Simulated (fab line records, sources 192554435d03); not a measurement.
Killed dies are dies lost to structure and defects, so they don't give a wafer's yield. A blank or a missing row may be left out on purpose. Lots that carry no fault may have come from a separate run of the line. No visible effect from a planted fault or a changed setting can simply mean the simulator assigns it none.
Which tool was responsible? + flow n5-finfet + 9 lots with 26 wafers sampled at 5 steps, on a route of 1938 steps

WHAT THE GAUGES READ, wafer by wafer
N5_MOL_CONTACT_COAG_THK_MEAS_29.
| lot  | measured     | on            | MD_CAP_THK (nm)   |
|------|--------------|---------------|-------------------|
| L419 | day 5 02:59  | film-metro-02 | 17.90 17.94 17.91 |
| L420 | day 5 11:12  | film-metro-01 | 17.90 17.77 17.82 |
| L425 | day 6 19:44  | film-metro-01 | 17.95 17.84 17.69 |
| L427 | day 7 04:33  | film-metro-02 | 17.90 18.10 17.74 |
| L428 | day 7 07:58  | film-metro-01 | 17.97 17.88 17.88 |
| L435 | day 9 11:27  | film-metro-01 | 17.50 17.81       |
| L440 | day 10 19:54 | film-metro-01 | 17.88 17.83 17.84 |
| L442 | day 11 02:57 | film-metro-01 | 17.88 17.94 17.89 |
| L441 | day 11 06:41 | film-metro-01 | 17.94 17.88 17.83 |

TOOL THAT RAN EACH LOT (tool first, then ch and the chambers of the sampled wafers, then the start)
| lot  | N5_MOL_CONTACT_COAG_ETCH_15        | N5_MOL_CONTACT_COAG_CO_FILL_22   | N5_MOL_CONTACT_COAG_PRE_CLEAN_142 | N5_MOL_CONTACT_COAG_CMP_28    |
|------|------------------------------------|----------------------------------|-----------------------------------|-------------------------------|
| L419 | rie-diel-02 ch 0,1,3, day 4 18:53  | cvd-co-01 ch 0,1,2, day 4 21:03  | pvd-sputter-01, day 5 00:02       | cmp-03 ch 2,3, day 5 02:44    |
| L420 | rie-diel-03 ch 0,1, day 5 00:31    | cvd-co-02 ch 0,2, day 5 05:04    | pvd-sputter-01, day 5 08:16       | cmp-02 ch 1,2,3, day 5 10:56  |
| L425 | rie-diel-03 ch 2,3, day 6 11:26    | cvd-co-02 ch 0,2, day 6 13:09    | pvd-sputter-01, day 6 16:49       | cmp-04 ch 0,1,3, day 6 19:31  |
| L427 | rie-diel-06 ch 0,1,3, day 6 18:05  | cvd-co-02 ch 1,2, day 6 20:53    | pvd-sputter-01, day 7 01:38       | cmp-04 ch 0,1,3, day 7 04:20  |
| L428 | rie-diel-02 ch 0,1,3, day 6 23:56  | cvd-co-02 ch 1,2, day 7 02:13    | pvd-sputter-01, day 7 05:01       | cmp-04 ch 0,1,2, day 7 07:41  |
| L435 | rie-diel-06 ch 1,3, day 9 02:32    | cvd-co-02 ch 2, day 9 06:58      | pvd-sputter-03, day 9 08:31       | cmp-04 ch 2,3, day 9 11:09    |
| L440 | rie-diel-06 ch 0,1,2, day 10 08:31 | cvd-co-02 ch 0,1,2, day 10 13:23 | pvd-sputter-01, day 10 16:59      | cmp-02 ch 0,1,3, day 10 19:38 |
| L442 | rie-diel-02 ch 0,1,2, day 10 17:55 | cvd-co-01 ch 0,1, day 10 21:04   | pvd-sputter-03, day 11 00:01      | cmp-03 ch 1,3, day 11 02:40   |
| L441 | rie-diel-03 ch 0,1,3, day 10 21:27 | cvd-co-02 ch 0,1,2, day 11 00:22 | pvd-sputter-02, day 11 03:45      | cmp-02 ch 0,1,3, day 11 06:23 |
- N5_MOL_CONTACT_COAG_ETCH_15: etches SiNx in CH3F/O2, stops on Si:P, target depth 7 nm.
- N5_MOL_CONTACT_COAG_CO_FILL_22: material Co, precursor CCTBA/H2, target thk 20 nm.
- N5_MOL_CONTACT_COAG_PRE_CLEAN_142: time 60 s.
- N5_MOL_CONTACT_COAG_CMP_28: polishes, stops on SiNx, t overpolish 0.85 s, target thk 14.522 nm.

THE ANSWER, worked out from the rows above alone
Rule: the usual values come from the lots themselves. Put in order of their means at a reading, lots are off if they are a third of the lots or fewer, leave a main group of 4 or more, and stand apart from it by a gap of 3 or more times the standard deviation of the main group's means; of several such gaps the widest counts. If all means in a main group match to the digits the tables above print for the reading, that group is not used. Also off: a lot with no number at a reading for which 4 or more lots have one. Any other lot the step has rows for is counted as sound.
Off: L435, at N5_MOL_CONTACT_COAG_THK_MEAS_29 (MD_CAP_THK). Mean 17.88 nm and standard deviation 0.036 in the main group.
If a tool, at a process step before that reading, ran all the lots that are off and no sound lot after the first of them, it fits. The gauges at N5_MOL_CONTACT_COAG_THK_MEAS_29 are tried like those tools. One candidate fits, namely cmp-04 at N5_MOL_CONTACT_COAG_CMP_28. A fault onset in the window from L428 (day 7 07:41, its last sound lot) to L435 (day 9 11:09, its first lot off) fits.

WHAT WAS PUT IN BY THE SIMULATOR
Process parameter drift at N5_MOL_CONTACT_COAG_CMP_28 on cmp-04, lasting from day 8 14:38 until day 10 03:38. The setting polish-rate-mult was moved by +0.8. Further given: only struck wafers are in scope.
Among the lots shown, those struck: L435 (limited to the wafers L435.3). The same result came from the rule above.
